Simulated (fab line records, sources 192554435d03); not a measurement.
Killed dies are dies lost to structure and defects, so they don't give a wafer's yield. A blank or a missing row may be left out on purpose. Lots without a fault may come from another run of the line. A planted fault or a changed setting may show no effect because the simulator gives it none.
Chamber matching | flow n5_finfet | N5_BEOL_M8_CURE_74 on uv_cure-03: 3 sister chambers
The step cures SiCOH lowk, time 240 s. 3 wafers are shown with their chamber, then 6 later ones without.

WAFERS WITH THEIR CHAMBER
wafer  | chamber | wafer_temp_C_max
L361.3 | 1       | 387.3
L365.4 | 2       | 387.2
L367.5 | 0       | 388.0

WAFERS WITHOUT THEIR CHAMBER
wafer  | wafer_temp_C_max
L372.2 | 387.4
L372.4 | 387.0
L372.6 | 387.1
L375.1 | 387.6
L375.2 | 387.2
L375.3 | 387.9

WHICH CHAMBER EACH WENT THROUGH
wafer  | from the rows above          | in truth
L372.2 | can't be placed: 1 or 2      | 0
L372.4 | can't be placed: 2 or 1      | 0
L372.6 | can't be placed: 2 or 1      | 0
L375.1 | can't be placed: 1 or 0 or 2 | 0
L375.2 | can't be placed: 2 or 1      | 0
L375.3 | 0                            | 0
Placed correctly: 1 of 6. Can't be placed from these rows: 5 (the true chamber is among the candidates in 1). Placed wrongly: 0.
How it was worked out, from the rows above alone: a wafer's distance from a chamber is the root of the sum, over the readings, of the square of ((its reading less the chamber's mean) divided by the reading's scatter). The wafer belongs to the nearest chamber; if the next one is less than 2 further off, it can't be placed. A chamber's mean is the mean of its shown wafers. The scatter: with one shown wafer a chamber, the root of the mean of the squares of how far each hidden wafer lies from its nearest shown one.
